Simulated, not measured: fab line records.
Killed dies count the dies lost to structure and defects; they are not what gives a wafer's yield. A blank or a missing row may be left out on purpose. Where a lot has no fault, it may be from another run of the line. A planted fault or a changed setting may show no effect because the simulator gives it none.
Which tool was responsible? :: flow n5 finfet :: Sampling: 22 lots, 66 wafers, 4 of 1938 route steps

## WHAT THE GAUGES READ, wafer by wafer
N5_BEOL_M2_CD_MEAS_28: target cd 26.2 nm, target cd y 24.1 nm.
lot: L074
measured: day 6 14:19
on: cd sem-02
cd nm (nm): 26.25 26.39 25.84

lot: L075
measured: day 6 23:59
on: cd sem-03
cd nm (nm): 26.19 26.09 26.17

lot: L076
measured: day 7 02:57
on: cd sem-03
cd nm (nm): 26.21 26.19 25.96

lot: L077
measured: day 7 21:00
on: cd sem-03
cd nm (nm): 26.22 26.54 26.18

lot: L079
measured: day 8 00:34
on: cd sem-01
cd nm (nm): 26.00 26.00 26.42

lot: L078
measured: day 8 01:41
on: cd sem-01
cd nm (nm): 26.14 26.53 26.02

lot: L080
measured: day 8 01:57
on: cd sem-01
cd nm (nm): 26.49 26.16 26.23

lot: L082
measured: day 8 09:30
on: cd sem-01
cd nm (nm): 26.20 26.22 26.44

lot: L083
measured: day 8 17:05
on: cd sem-03
cd nm (nm): 26.04 26.43 26.51

lot: L084
measured: day 8 20:29
on: cd sem-03
cd nm (nm): 26.00 25.97 26.13

lot: L085
measured: day 9 07:33
on: cd sem-01
cd nm (nm): 26.06 25.87 25.95

lot: L087
measured: day 10 00:50
on: cd sem-02
cd nm (nm): 25.69 26.39 26.02

lot: L088
measured: day 10 06:22
on: cd sem-02
cd nm (nm): 26.45 26.49 26.57

lot: L089
measured: day 10 12:20
on: cd sem-01
cd nm (nm): 26.64 26.25 26.09

lot: L090
measured: day 10 12:37
on: cd sem-02
cd nm (nm): 26.03 26.14 26.33

lot: L091
measured: day 10 13:49
on: cd sem-02
cd nm (nm): 26.42 26.02 26.36

lot: L092
measured: day 11 00:24
on: cd sem-01
cd nm (nm): 26.00 26.22 26.26

lot: L093
measured: day 11 08:05
on: cd sem-02
cd nm (nm): 26.19 26.80 26.58

lot: L094
measured: day 11 12:36
on: cd sem-01
cd nm (nm): 26.46 26.11 26.33

lot: L095
measured: day 11 16:46
on: cd sem-03
cd nm (nm): 26.26 26.66 25.92

lot: L096
measured: day 11 21:47
on: cd sem-03
cd nm (nm): 26.16 26.24 25.85

lot: L097
measured: day 12 05:02
on: cd sem-03
cd nm (nm): 26.16 26.00 25.79

N5_BEOL_M3_OVL_MEAS_12.
lot: L074
measured: day 6 22:05
on: overlay-02
M3_OVL (nm): 0.4 0.0 -1.0

lot: L075
measured: day 7 11:17
on: overlay-01
M3_OVL (nm): -1.1 -0.1 -0.5

lot: L076
measured: day 7 09:35
on: overlay-02
M3_OVL (nm): 1.2 0.7 0.4

lot: L077
measured: day 8 07:52
on: overlay-02
M3_OVL (nm): 1.4 0.3 1.2

lot: L079
measured: day 8 11:53
on: overlay-01
M3_OVL (nm): 0.9 1.2 1.2

lot: L078
measured: day 8 14:38
on: overlay-01
M3_OVL (nm): -0.4 0.4 1.2

lot: L080
measured: day 8 18:20
on: overlay-01
M3_OVL (nm): 0.6 0.6 1.0

lot: L082
measured: day 8 20:33
on: overlay-02
M3_OVL (nm): 0.2 -0.6 0.3

lot: L083
measured: day 9 00:22
on: overlay-01
M3_OVL (nm): 0.0 -0.1 0.5

lot: L084
measured: day 9 03:37
on: overlay-01
M3_OVL (nm): -0.9 -1.0 -1.1

lot: L085
measured: day 9 17:40
on: overlay-02
M3_OVL (nm): -1.0 0.0 0.1

lot: L087
measured: day 10 11:07
on: overlay-01
M3_OVL (nm): 0.4 -0.1 0.3

lot: L088
measured: day 10 13:33
on: overlay-02
M3_OVL (nm): 0.1 -0.1 -0.4

lot: L089
measured: day 10 22:37
on: overlay-02
M3_OVL (nm): 0.3 0.4 0.2

lot: L090
measured: day 10 23:11
on: overlay-02
M3_OVL (nm): -1.1 1.1 -0.1

lot: L091
measured: day 10 23:52
on: overlay-01
M3_OVL (nm): -0.3 0.8 -0.1

lot: L092
measured: day 11 12:07
on: overlay-02
M3_OVL (nm): -0.4 0.1 -1.0

lot: L093
measured: day 11 18:23
on: overlay-01
M3_OVL (nm): 0.6 -0.6 -0.9

lot: L094
measured: day 12 02:41
on: overlay-02
M3_OVL (nm): -0.1 0.0 0.4

lot: L095
measured: day 12 04:32
on: overlay-01
M3_OVL (nm): -0.3 0.3 0.0

lot: L096
measured: day 12 09:14
on: overlay-02
M3_OVL (nm): -0.6 -0.2 0.7

lot: L097
measured: day 12 19:19
on: overlay-02
M3_OVL (nm): -0.7 0.4 0.5

## WHICH TOOL RAN EACH LOT (tool, then ch and the chambers of the sampled wafers, then the start)
lot: L074
N5_BEOL_M2_ETCH_63: rie diel-06 ch 1,2,3, day 6 13:17
N5_BEOL_M2_STRIP_97: rie diel-06 ch 1,2,3, day 6 22:05 or earlier

lot: L075
N5_BEOL_M2_ETCH_63: rie diel-05 ch 0,1,3, day 6 22:31
N5_BEOL_M2_STRIP_97: rie diel-06 ch 0,3, day 7 11:17 or earlier

lot: L076
N5_BEOL_M2_ETCH_63: rie diel-05 ch 2,3, day 7 02:02
N5_BEOL_M2_STRIP_97: rie diel-03 ch 2,3, day 7 09:35 or earlier

lot: L077
N5_BEOL_M2_ETCH_63: rie diel-06 ch 0,1,3, day 7 20:17
N5_BEOL_M2_STRIP_97: rie diel-05 ch 0,1,2, day 8 07:52 or earlier

lot: L079
N5_BEOL_M2_ETCH_63: rie diel-06 ch 1,3, day 7 23:50
N5_BEOL_M2_STRIP_97: rie diel-03 ch 1,2,3, day 8 11:53 or earlier

lot: L078
N5_BEOL_M2_ETCH_63: rie diel-06 ch 0,1,3, day 8 00:47
N5_BEOL_M2_STRIP_97: rie diel-05 ch 1,3, day 8 14:38 or earlier

lot: L080
N5_BEOL_M2_ETCH_63: rie diel-03 ch 0,2,3, day 8 01:05
N5_BEOL_M2_STRIP_97: rie diel-06 ch 0,3, day 8 18:20 or earlier

lot: L082
N5_BEOL_M2_ETCH_63: rie diel-03 ch 1,2,3, day 8 08:47
N5_BEOL_M2_STRIP_97: rie diel-06 ch 0,1, day 8 20:33 or earlier

lot: L083
N5_BEOL_M2_ETCH_63: rie diel-05 ch 0,1,3, day 8 16:21
N5_BEOL_M2_STRIP_97: rie diel-03 ch 0,2,3, day 9 00:22 or earlier

lot: L084
N5_BEOL_M2_ETCH_63: rie diel-03 ch 0,2,3, day 8 19:40
N5_BEOL_M2_STRIP_97: rie diel-05 ch 0,2,3, day 9 03:37 or earlier

lot: L085
N5_BEOL_M2_ETCH_63: rie diel-05 ch 0,2,3, day 9 06:49
N5_BEOL_M2_STRIP_97: rie diel-06 ch 0,1,3, day 9 17:40 or earlier

lot: L087
N5_BEOL_M2_ETCH_63: rie diel-05 ch 0,1,2, day 9 23:59
N5_BEOL_M2_STRIP_97: rie diel-06 ch 1,2,3, day 10 11:07 or earlier

lot: L088
N5_BEOL_M2_ETCH_63: rie diel-03 ch 0,2, day 10 05:38
N5_BEOL_M2_STRIP_97: rie diel-05 ch 0,2, day 10 13:33 or earlier

lot: L089
N5_BEOL_M2_ETCH_63: rie diel-03 ch 1,2,3, day 10 11:30
N5_BEOL_M2_STRIP_97: rie diel-06 ch 2,3, day 10 22:37 or earlier

lot: L090
N5_BEOL_M2_ETCH_63: rie diel-05 ch 0,2,3, day 10 11:50
N5_BEOL_M2_STRIP_97: rie diel-03 ch 1,2,3, day 10 23:11 or earlier

lot: L091
N5_BEOL_M2_ETCH_63: rie diel-05 ch 1,2, day 10 12:58
N5_BEOL_M2_STRIP_97: rie diel-05 ch 0,1,2, day 10 23:52 or earlier

lot: L092
N5_BEOL_M2_ETCH_63: rie diel-03 ch 0,1,2, day 10 23:41
N5_BEOL_M2_STRIP_97: rie diel-03 ch 0,2,3, day 11 12:07 or earlier

lot: L093
N5_BEOL_M2_ETCH_63: rie diel-06 ch 2,3, day 11 07:12
N5_BEOL_M2_STRIP_97: rie diel-06 ch 0,2, day 11 18:23 or earlier

lot: L094
N5_BEOL_M2_ETCH_63: rie diel-05 ch 0,1,2, day 11 11:53
N5_BEOL_M2_STRIP_97: rie diel-06 ch 0,2,3, day 12 02:41 or earlier

lot: L095
N5_BEOL_M2_ETCH_63: rie diel-05 ch 1,2, day 11 15:57
N5_BEOL_M2_STRIP_97: rie diel-03 ch 0,2, day 12 04:32 or earlier

lot: L096
N5_BEOL_M2_ETCH_63: rie diel-06 ch 0,2,3, day 11 20:56
N5_BEOL_M2_STRIP_97: rie diel-06 ch 0,1,2, day 12 09:14 or earlier

lot: L097
N5_BEOL_M2_ETCH_63: rie diel-05 ch 0,3, day 12 04:13
N5_BEOL_M2_STRIP_97: rie diel-03 ch 2,3, day 12 19:19 or earlier
- N5_BEOL_M2_ETCH_63: etches SiARC in CF4, target depth 15.6 nm, time 26 s.
- N5_BEOL_M2_STRIP_97: strips in N2/H2, time 10 s.

## WHAT THE TOOLS THEMSELVES READ (means of the sampled wafers that have a number; where no wafer has one, the mark that the record gives instead)
N5_BEOL_M2_ETCH_63.
lot: L074
tool: rie diel-06
drypump motor current A (A): 5.8
etch rf on time s (s): 25.7
oes product au (a.u.): 0.63
rf vpp V (V): 183.2
showerhead plenum p Torr (Torr): 2.07
throttle valve pct (%): 15.54

lot: L075
tool: rie diel-05
drypump motor current A (A): 5.4
etch rf on time s (s): 25.6
oes product au (a.u.): 0.70
rf vpp V (V): 183.5
showerhead plenum p Torr (Torr): 2.12
throttle valve pct (%): 15.62

lot: L076
tool: rie diel-05
drypump motor current A (A): 5.4
etch rf on time s (s): 25.4
oes product au (a.u.): 0.77
rf vpp V (V): 184.2
showerhead plenum p Torr (Torr): 2.14
throttle valve pct (%): 15.48

lot: L077
tool: rie diel-06
drypump motor current A (A): 5.6
etch rf on time s (s): 26.0
oes product au (a.u.): 0.63
rf vpp V (V): 183.1
showerhead plenum p Torr (Torr): 2.13
throttle valve pct (%): 15.59

lot: L079
tool: rie diel-06
drypump motor current A (A): 6.1
etch rf on time s (s): 25.9
oes product au (a.u.): 0.63
rf vpp V (V): 183.6
showerhead plenum p Torr (Torr): 2.07
throttle valve pct (%): 15.52

lot: L078
tool: rie diel-06
drypump motor current A (A): 5.6
etch rf on time s (s): 26.1
oes product au (a.u.): 0.63
rf vpp V (V): 182.8
showerhead plenum p Torr (Torr): 2.13
throttle valve pct (%): 15.59

lot: L080
tool: rie diel-03
drypump motor current A (A): 6.0
etch rf on time s (s): 25.6
oes product au (a.u.): 0.70
rf vpp V (V): 182.9
showerhead plenum p Torr (Torr): 2.08
throttle valve pct (%): 15.56

lot: L082
tool: rie diel-03
drypump motor current A (A): 5.7
etch rf on time s (s): 25.2
oes product au (a.u.): 0.75
rf vpp V (V): 184.0
showerhead plenum p Torr (Torr): 2.11
throttle valve pct (%): 15.54

lot: L083
tool: rie diel-05
drypump motor current A (A): 5.4
etch rf on time s (s): 25.5
oes product au (a.u.): 0.68
rf vpp V (V): 184.9
showerhead plenum p Torr (Torr): 2.11
throttle valve pct (%): 15.65

lot: L084
tool: rie diel-03
drypump motor current A (A): 6.0
etch rf on time s (s): 25.4
oes product au (a.u.): 0.69
rf vpp V (V): 183.7
showerhead plenum p Torr (Torr): 2.07
throttle valve pct (%): 15.58

lot: L085
tool: rie diel-05
drypump motor current A (A): 5.5
etch rf on time s (s): 25.2
oes product au (a.u.): 0.68
rf vpp V (V): 183.9
showerhead plenum p Torr (Torr): 2.15
throttle valve pct (%): 15.56

lot: L087
tool: rie diel-05
drypump motor current A (A): 5.5
etch rf on time s (s): 25.5
oes product au (a.u.): 0.62
rf vpp V (V): 184.2
showerhead plenum p Torr (Torr): 2.15
throttle valve pct (%): 15.59

lot: L088
tool: rie diel-03
drypump motor current A (A): 6.2
etch rf on time s (s): 25.3
oes product au (a.u.): 0.65
rf vpp V (V): 183.0
showerhead plenum p Torr (Torr): 2.05
throttle valve pct (%): 15.65

lot: L089
tool: rie diel-03
drypump motor current A (A): 5.7
etch rf on time s (s): 25.5
oes product au (a.u.): 0.72
rf vpp V (V): 183.6
showerhead plenum p Torr (Torr): 2.10
throttle valve pct (%): 15.57

lot: L090
tool: rie diel-05
drypump motor current A (A): 5.5
etch rf on time s (s): 25.5
oes product au (a.u.): 0.67
rf vpp V (V): 184.1
showerhead plenum p Torr (Torr): 2.14
throttle valve pct (%): 15.58

lot: L091
tool: rie diel-05
drypump motor current A (A): 5.3
etch rf on time s (s): 25.7
oes product au (a.u.): 0.62
rf vpp V (V): 183.7
showerhead plenum p Torr (Torr): 2.15
throttle valve pct (%): 15.58

lot: L092
tool: rie diel-03
drypump motor current A (A): 5.9
etch rf on time s (s): 25.3
oes product au (a.u.): 0.70
rf vpp V (V): 184.4
showerhead plenum p Torr (Torr): 2.10
throttle valve pct (%): 15.63

lot: L093
tool: rie diel-06
drypump motor current A (A): 5.9
etch rf on time s (s): 26.4
oes product au (a.u.): 0.70
rf vpp V (V): 184.2
showerhead plenum p Torr (Torr): 2.19
throttle valve pct (%): 15.44

lot: L094
tool: rie diel-05
drypump motor current A (A): 5.5
etch rf on time s (s): 25.8
oes product au (a.u.): 0.61
rf vpp V (V): 183.7
showerhead plenum p Torr (Torr): 2.15
throttle valve pct (%): 15.62

lot: L095
tool: rie diel-05
drypump motor current A (A): 5.4
etch rf on time s (s): 25.9
oes product au (a.u.): 0.61
rf vpp V (V): 183.8
showerhead plenum p Torr (Torr): 2.14
throttle valve pct (%): 15.60

lot: L096
tool: rie diel-06
drypump motor current A (A): 5.7
etch rf on time s (s): 26.5
oes product au (a.u.): 0.72
rf vpp V (V): 184.4
showerhead plenum p Torr (Torr): 2.16
throttle valve pct (%): 15.46

lot: L097
tool: rie diel-05
drypump motor current A (A): 5.4
etch rf on time s (s): 25.5
oes product au (a.u.): 0.69
rf vpp V (V): 184.2
showerhead plenum p Torr (Torr): 2.10
throttle valve pct (%): 15.69

N5_BEOL_M2_STRIP_97.
lot: L074
tool: rie diel-06
drypump motor current A (A): 5.8
oes product au (a.u.): 0.72
rf vpp V (V): 57.7
showerhead plenum p Torr (Torr): 2.45
throttle valve pct (%): 23.26

lot: L075
tool: rie diel-06
drypump motor current A (A): 6.0
oes product au (a.u.): 0.72
rf vpp V (V): 59.8
showerhead plenum p Torr (Torr): 2.48
throttle valve pct (%): 23.51

lot: L076
tool: rie diel-03
drypump motor current A (A): 6.0
oes product au (a.u.): 0.81
rf vpp V (V): 58.4
showerhead plenum p Torr (Torr): 2.45
throttle valve pct (%): 23.73

lot: L077
tool: rie diel-05
drypump motor current A (A): 5.5
oes product au (a.u.): 0.73
rf vpp V (V): 59.1
showerhead plenum p Torr (Torr): 2.55
throttle valve pct (%): 23.48

lot: L079
tool: rie diel-03
drypump motor current A (A): 5.7
oes product au (a.u.): 0.87
rf vpp V (V): 59.1
showerhead plenum p Torr (Torr): 2.51
throttle valve pct (%): 23.73

lot: L078
tool: rie diel-05
drypump motor current A (A): 5.2
oes product au (a.u.): 0.80
rf vpp V (V): 59.4
showerhead plenum p Torr (Torr): 2.51
throttle valve pct (%): 23.73

lot: L080
tool: rie diel-06
drypump motor current A (A): 5.5
oes product au (a.u.): 0.70
rf vpp V (V): 59.7
showerhead plenum p Torr (Torr): 2.54
throttle valve pct (%): 23.67

lot: L082
tool: rie diel-06
drypump motor current A (A): 5.2
oes product au (a.u.): 0.72
rf vpp V (V): 59.2
showerhead plenum p Torr (Torr): 2.58
throttle valve pct (%): 23.58

lot: L083
tool: rie diel-03
drypump motor current A (A): 6.0
oes product au (a.u.): 0.80
rf vpp V (V): 58.9
showerhead plenum p Torr (Torr): 2.45
throttle valve pct (%): 23.60

lot: L084
tool: rie diel-05
drypump motor current A (A): 5.5
oes product au (a.u.): 0.79
rf vpp V (V): 59.7
showerhead plenum p Torr (Torr): 2.54
throttle valve pct (%): 23.52

lot: L085
tool: rie diel-06
drypump motor current A (A): 5.7
oes product au (a.u.): 0.72
rf vpp V (V): 60.0
showerhead plenum p Torr (Torr): 2.51
throttle valve pct (%): 23.43

lot: L087
tool: rie diel-06
drypump motor current A (A): 5.8
oes product au (a.u.): 0.79
rf vpp V (V): 59.2
showerhead plenum p Torr (Torr): 2.55
throttle valve pct (%): 23.24

lot: L088
tool: rie diel-05
drypump motor current A (A): 5.7
oes product au (a.u.): 0.73
rf vpp V (V): 59.0
showerhead plenum p Torr (Torr): 2.58
throttle valve pct (%): 23.32

lot: L089
tool: rie diel-06
drypump motor current A (A): 6.2
oes product au (a.u.): 0.78
rf vpp V (V): 59.7
showerhead plenum p Torr (Torr): 2.50
throttle valve pct (%): 23.35

lot: L090
tool: rie diel-03
drypump motor current A (A): 5.7
oes product au (a.u.): 0.83
rf vpp V (V): 57.9
showerhead plenum p Torr (Torr): 2.50
throttle valve pct (%): 23.76

lot: L091
tool: rie diel-05
drypump motor current A (A): 5.5
oes product au (a.u.): 0.72
rf vpp V (V): 59.0
showerhead plenum p Torr (Torr): 2.54
throttle valve pct (%): 23.50

lot: L092
tool: rie diel-03
drypump motor current A (A): 6.0
oes product au (a.u.): 0.78
rf vpp V (V): 59.5
showerhead plenum p Torr (Torr): 2.44
throttle valve pct (%): 23.64

lot: L093
tool: rie diel-06
drypump motor current A (A): 5.2
oes product au (a.u.): 0.95
rf vpp V (V): 58.8
showerhead plenum p Torr (Torr): 2.64
throttle valve pct (%): 23.47

lot: L094
tool: rie diel-06
drypump motor current A (A): 5.7
oes product au (a.u.): 0.85
rf vpp V (V): 59.1
showerhead plenum p Torr (Torr): 2.57
throttle valve pct (%): 23.42

lot: L095
tool: rie diel-03
drypump motor current A (A): 6.1
oes product au (a.u.): 0.76
rf vpp V (V): 58.6
showerhead plenum p Torr (Torr): 2.43
throttle valve pct (%): 23.60

lot: L096
tool: rie diel-06
drypump motor current A (A): 5.4
oes product au (a.u.): 0.85
rf vpp V (V): 59.6
showerhead plenum p Torr (Torr): 2.61
throttle valve pct (%): 23.32

lot: L097
tool: rie diel-03
drypump motor current A (A): 5.8
oes product au (a.u.): 0.79
rf vpp V (V): 58.5
showerhead plenum p Torr (Torr): 2.45
throttle valve pct (%): 23.69

## THE ANSWER, worked out from the rows above alone
Rule: usual is defined by the lots themselves. Put in order of their means at a reading, lots are off if they are a third of the lots or fewer, leave a main group of 4 or more, and stand apart from it by a gap of 3 or more times the standard deviation of the main group's means; of several such gaps the widest counts. A main group is skipped when, at the precision printed for the reading in the tables above, its means are all equal. Also off: a lot with no number at a reading for which 4 or more lots have one. Where the step has rows for the other lots, those lots are counted as sound. First the gauges in route order, then the tools' own readings, where a lot's mean is used as printed above. At the first step where some lot is off, the reading lying furthest off is the one used; lots without a number count as furthest.
No lot is off at any reading shown: from this, nothing can be told.

## WHAT THE SIMULATOR HAD PUT IN
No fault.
